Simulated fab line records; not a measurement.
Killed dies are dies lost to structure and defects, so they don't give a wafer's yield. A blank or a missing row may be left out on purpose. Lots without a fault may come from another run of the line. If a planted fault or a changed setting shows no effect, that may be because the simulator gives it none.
Chamber matching	flow n5_finfet	N5_BEOL_M3_ALD_84 on ald_metal-02 has 4 sister chambers
The step deposits TaN, pulse time 2 s, purge time 3 s, co reactant purge time 2 s. 4 wafers are shown with their chamber, then 7 later ones without.

WAFERS, EACH WITH ITS CHAMBER
wafer	chamber	heater_power_w (W)
L361.1	2	447
L365.6	3	410
L369.1	0	443
L369.4	1	400

WAFERS WITHOUT THEIR CHAMBER
wafer	heater_power_w (W)
L369.5	455
L368.2	436
L368.3	391
L368.4	436
L370.3	400
L370.5	444
L370.6	413

CHAMBER TAKEN BY EACH
wafer	from the rows above	in truth
L369.5	can't be placed: 2 or 0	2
L368.2	can't be placed: 0 or 2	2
L368.3	can't be placed: 1 or 3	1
L368.4	can't be placed: 0 or 2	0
L370.3	can't be placed: 1 or 3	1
L370.5	can't be placed: 0 or 2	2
L370.6	can't be placed: 3 or 1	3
0 of 7 placed correctly. Cannot be placed on the basis of these rows: 7; the candidates contain the true chamber in 7. Number placed wrongly: 0.
How it was worked out, from the rows above alone: a wafer's distance from a chamber is the root of the sum, over the readings, of the square of ((its reading less the chamber's mean) divided by the reading's scatter). The wafer belongs to the nearest chamber; if the next one is less than 2 further off, it can't be placed. For every chamber, the mean is computed from those of its wafers that are shown. The scatter: with one shown wafer a chamber, the root of the mean of the squares of how far each hidden wafer lies from its nearest shown one.
